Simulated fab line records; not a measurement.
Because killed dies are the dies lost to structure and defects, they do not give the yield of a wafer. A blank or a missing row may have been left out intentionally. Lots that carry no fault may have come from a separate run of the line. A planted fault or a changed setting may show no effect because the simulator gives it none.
Shared-tool check + flow nand-harc + Lots sampled 14, wafers sampled 42

## REASON FOR OPENING
At NHARC_A_M1_CD_MEAS_09 the reading cd-nm is flagged on 2 of 14 lots. Wafers without a fault read 120.1 nm, standard deviation 0.53.
Rule: a lot gets a flag if all its wafers with a number sit over 4 standard deviations from that mean, or if no wafer of it has a number. The other lots count as sound.

| lot  | measured     | on        | cd-nm (nm), wafer by wafer | flag    |
|------|--------------|-----------|----------------------------|---------|
| L230 | day 22 18:35 | cd-sem-02 | 120.5 120.2 120.8          |         |
| L233 | day 23 16:56 | cd-sem-03 | 119.7 119.3 119.9          |         |
| L234 | day 24 06:05 | cd-sem-03 | 119.5 120.1 120.7          |         |
| L235 | day 25 16:35 | cd-sem-01 | 120.6 119.7 119.6          |         |
| L236 | day 25 17:12 | cd-sem-03 | 120.2 120.6 120.8          |         |
| L238 | day 26 21:14 | cd-sem-03 | 119.7 119.6 119.7          |         |
| L239 | day 27 03:18 | cd-sem-03 | 120.9 120.9 121.0          |         |
| L240 | day 27 04:17 | cd-sem-01 | 119.5 120.3 120.5          |         |
| L242 | day 27 22:27 | cd-sem-03 | 120.0 119.7 119.7          |         |
| L249 | day 30 02:35 | cd-sem-01 | 120.2 120.6 120.7          |         |
| L250 | day 31 07:00 | cd-sem-02 | 46.0 45.6 45.3             | FLAGGED |
| L251 | day 31 20:41 | cd-sem-02 | 52.9 52.7 52.0             | FLAGGED |
| L252 | day 32 00:43 | cd-sem-03 | 120.8 120.4 120.9          |         |
| L253 | day 32 03:51 | cd-sem-03 | 119.8 119.4 120.4          |         |
Averaged over the flagged lots the numbers come to 49.1 nm, -71.0 nm from the usual (-99 or more standard deviations).

## TOOL THAT RAN EACH LOT
Before the reading, the record contains 3 process steps out of a 1302-step route. Every cell lists first the tool, next ch and the chambers used by the sampled wafers, and last the start.
| lot  | flag    | NHARC_A_M0_DESCUM_14               | NHARC_A_M0_PRE_CLEAN_29                 | NHARC_A_M1_PEB_07                 |
|------|---------|------------------------------------|-----------------------------------------|-----------------------------------|
| L230 |         | rie-diel-11 ch 0,2, day 22 14:37   | pvd-sputter-01, day 22 18:31 or earlier | litho-track-01 ch 0, day 22 18:31 |
| L233 |         | rie-diel-07 ch 0,3, day 23 13:11   | pvd-sputter-02, day 23 16:52 or earlier | litho-track-01 ch 0, day 23 16:52 |
| L234 |         | rie-diel-11 ch 1,2, day 24 02:06   | pvd-sputter-01, day 24 06:01 or earlier | litho-track-06 ch 0, day 24 06:01 |
| L235 |         | rie-diel-11 ch 0,1,2, day 25 12:43 | pvd-sputter-03, day 25 16:30 or earlier | litho-track-04 ch 0, day 25 16:30 |
| L236 |         | rie-diel-07 ch 1,2, day 25 13:19   | pvd-sputter-02, day 25 17:07 or earlier | litho-track-01 ch 0, day 25 17:07 |
| L238 |         | rie-diel-07 ch 0,1,3, day 26 17:23 | pvd-sputter-01, day 26 21:10 or earlier | litho-track-06 ch 0, day 26 21:10 |
| L239 |         | rie-diel-06 ch 0,2,3, day 26 23:27 | pvd-sputter-02, day 27 03:13 or earlier | litho-track-06 ch 0, day 27 03:13 |
| L240 |         | rie-diel-06 ch 0,1,3, day 27 00:25 | pvd-sputter-02, day 27 04:12 or earlier | litho-track-04 ch 0, day 27 04:12 |
| L242 |         | rie-diel-06 ch 1,2, day 27 18:36   | pvd-sputter-01, day 27 22:23 or earlier | litho-track-06 ch 0, day 27 22:23 |
| L249 |         | rie-diel-07 ch 0,1,3, day 29 22:43 | pvd-sputter-01, day 30 02:30 or earlier | litho-track-01 ch 0, day 30 02:30 |
| L250 | FLAGGED | rie-diel-07 ch 0,2,3, day 31 03:05 | pvd-sputter-02, day 31 06:55 or earlier | litho-track-06 ch 0, day 31 06:55 |
| L251 | FLAGGED | rie-diel-11 ch 0,1,2, day 31 16:56 | pvd-sputter-01, day 31 20:37 or earlier | litho-track-06 ch 0, day 31 20:37 |
| L252 |         | rie-diel-06 ch 1,2, day 31 20:50   | pvd-sputter-02, day 32 00:38 or earlier | litho-track-01 ch 0, day 32 00:38 |
| L253 |         | rie-diel-06 ch 2,3, day 31 23:58   | pvd-sputter-01, day 32 03:46 or earlier | litho-track-04 ch 0, day 32 03:46 |
What these steps do:
- NHARC_A_M0_DESCUM_14: chemistry O2, time 3 s.
- NHARC_A_M0_PRE_CLEAN_29: time 30 s.
- NHARC_A_M1_PEB_07: peb time 65 s.
- NHARC_A_M1_CD_MEAS_09: target cd 120 nm.

## FLAGGED AGAINST TOTAL, ONE TOOL AT A TIME (gauges that did the reading follow at the end)
| step                    | tool           | lots run | flagged | share of the flagged lots | sound lots run after its first flagged lot |
|-------------------------|----------------|----------|---------|---------------------------|--------------------------------------------|
| NHARC_A_M0_DESCUM_14    | rie-diel-06    | 5        | 0       | none                      | -                                          |
| NHARC_A_M0_DESCUM_14    | rie-diel-07    | 5        | 1       | some                      | 0                                          |
| NHARC_A_M0_DESCUM_14    | rie-diel-11    | 4        | 1       | some                      | 0                                          |
| NHARC_A_M0_PRE_CLEAN_29 | pvd-sputter-01 | 7        | 1       | some                      | 1 (L253)                                   |
| NHARC_A_M0_PRE_CLEAN_29 | pvd-sputter-02 | 6        | 1       | some                      | 1 (L252)                                   |
| NHARC_A_M0_PRE_CLEAN_29 | pvd-sputter-03 | 1        | 0       | none                      | -                                          |
| NHARC_A_M1_PEB_07       | litho-track-01 | 5        | 0       | none                      | -                                          |
| NHARC_A_M1_PEB_07       | litho-track-04 | 3        | 0       | none                      | -                                          |
| NHARC_A_M1_PEB_07       | litho-track-06 | 6        | 2       | all                       | 0                                          |
| NHARC_A_M1_CD_MEAS_09   | cd-sem-01      | 3        | 0       | none                      | -                                          |
| NHARC_A_M1_CD_MEAS_09   | cd-sem-02      | 3        | 2       | all                       | 0                                          |
| NHARC_A_M1_CD_MEAS_09   | cd-sem-03      | 8        | 0       | none                      | -                                          |
With no start given for some of its lots, NHARC_A_M0_PRE_CLEAN_29 uses the hours and lot order of NHARC_A_M1_PEB_07.

## WHAT THE TABLE PERMITS
Rows of the table that ran all the flagged lots, 2 in number: litho-track-06 at NHARC_A_M1_PEB_07; cd-sem-02 at NHARC_A_M1_CD_MEAS_09.
- litho-track-06 at NHARC_A_M1_PEB_07: 2 of its 6 lots flagged. Last sound lot L242 at day 27 22:23, first flagged lot L250 at day 31 06:55; a fault beginning in between fits. Its own readings (heater-power-total-W) fall more than 4 standard deviations out on all wafers of the flagged lots.
- cd-sem-02 at NHARC_A_M1_CD_MEAS_09: 2 of its 3 lots flagged. Last sound lot L230 at day 22 18:35, first flagged lot L250 at day 31 07:00; a fault beginning in between fits.
These 2 tools cannot be told apart by counting lots, since each of them fits a fault that started at some hour. More lots, or a look at what each step does to the wafer, might.

## WHAT THE SIMULATOR PUT IN
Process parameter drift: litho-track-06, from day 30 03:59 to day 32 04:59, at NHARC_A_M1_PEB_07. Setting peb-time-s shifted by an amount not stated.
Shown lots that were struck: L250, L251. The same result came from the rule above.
